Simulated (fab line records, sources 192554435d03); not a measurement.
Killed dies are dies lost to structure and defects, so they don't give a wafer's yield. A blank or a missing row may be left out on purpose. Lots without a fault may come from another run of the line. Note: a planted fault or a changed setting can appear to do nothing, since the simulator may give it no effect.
8D (eight disciplines) problem report, filled in by code    flow n5_finfet    the parts of the form that need people (team, actions taken, sign-off) are left out

1. PROBLEM STATEMENT
On 2 wafers of 1 lot, trench_depth_nm at N5_BEOL_M5_OCD_MEAS_38 has a mean of 34.1 nm; fault-free wafers read 70.9 nm, standard deviation 1.7. Relative to the usual mean, that is a shift of -22 standard deviations.
Seen first at day 11 12:15 on ocd-02, wafer L272.1. At this step, 26 wafers from 10 lots have a number in the record. The rule behind "out" and "out of limits": a value lying over 4 standard deviations away from the usual mean. Any other wafer with a number is counted as sound.

2. WHAT IT IS; WHAT IT IS NOT
question                     is                 is not
which readings at this step  trench_depth_nm    -
which lots                   L272               L258, L259, L262, L264, L265, L275, L278, L280, L281
which wafers of those lots   L272.1, L272.2     L272.5
read on which gauges         ocd-02             ocd-01
when                         from day 11 12:15  up to then (13 sound wafers); but 11 sound wafers of L275, L278, L280, L281 came after

3. SUSPECTS, AND WHAT RULES EACH OUT
Counting: if a tool at a process step up to the reading ran every lot that is out, it stays a suspect. Sound lots after the first of them don't rule it out here, since some wafers of a struck lot are sound.
- the gauge at N5_BEOL_M5_OCD_MEAS_38: ruled out. All the wafers that are out were read on ocd-02, but those of them that N5_PASSIVATION_PROBE_49 has rows for are out there too, on other tools.
- pvd_sputter-02 at N5_BEOL_M5_HM_DEP_02 (deposits TiN, target thk 20 nm): kept. It processed L272, the lot that is out, at day 11 09:11, and its most recent sound lot before then was L264 at day 10 05:10.
- rie_diel-01 at N5_BEOL_M5_STRIP_64 (strips in CF4): kept. It processed L272, the lot that is out, at day 11 10:06, and its most recent sound lot before then was L265 at day 10 06:19.
- rie_diel-03 at N5_BEOL_M5_ETCH_68 (etches SOC in N2/H2, target depth 80 nm, overetch 16 nm, time 120 s): kept. It processed L272, the lot that is out, at day 11 11:55, and its most recent sound lot before then was L265 at day 10 09:13.
Left after counting: pvd_sputter-02 at N5_BEOL_M5_HM_DEP_02, rie_diel-01 at N5_BEOL_M5_STRIP_64, rie_diel-03 at N5_BEOL_M5_ETCH_68.

4. THE CAUSE (what the simulator had put in)
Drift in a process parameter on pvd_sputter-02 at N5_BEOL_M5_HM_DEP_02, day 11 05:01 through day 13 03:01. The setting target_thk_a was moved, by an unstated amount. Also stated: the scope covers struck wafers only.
Counting left 3 suspects, and this tool is among them.

5. SEQUENCE OF EFFECTS, ordered by route
Each row: a reading where the mean over the struck wafers with a number is more than 3 standard deviations away from the usual. Only readings whose record carries a usual standard deviation are examined. hours: median over the lots of the time between each lot's start at the first step of this table that gives one and its start at this step. sigmas: the change, counted in usual standard deviations.
hours  step                     reading               usual    on struck wafers  change  sigmas
0      N5_BEOL_M5_OCD_MEAS_38   trench_depth_nm       70.9 nm  34.1              -36.8   -22
98     N5_PASSIVATION_PROBE_49  defect_limited_yield  91.3 %   45.4              -45.9   -33
98     N5_PASSIVATION_PROBE_49  killed_at_M4_up       15       547               +532    +95
98     N5_PASSIVATION_PROBE_49  killed_dies           103      645               +542    +32
98     N5_PASSIVATION_PROBE_49  sort_bin_5_function   5.1 %    50.4              +45.3   +48
98     N5_PASSIVATION_PROBE_49  sort_n_pass           1077     535               -542    -32
98     N5_PASSIVATION_PROBE_49  sort_yield_pct        91.3 %   45.4              -45.9   -31
The process steps in it:
- N5_PASSIVATION_PROBE_49

6. HOW IT WOULD HAVE BEEN CAUGHT EARLIER
7 hours passed between the start of the fault at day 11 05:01 and the first reading out of limits at a measuring or inspecting step in this record, taken at day 11 12:15.
Tool readings at N5_BEOL_M5_HM_DEP_02 with a usual standard deviation given in the record: none out on any struck wafer, hence no alarm at a limit of 4 standard deviations on them.
All the lots that are out (1) had begun N5_BEOL_M5_HM_DEP_02 on pvd_sputter-02 by day 11 12:15. Holding the tool at that point would not have protected any of them.
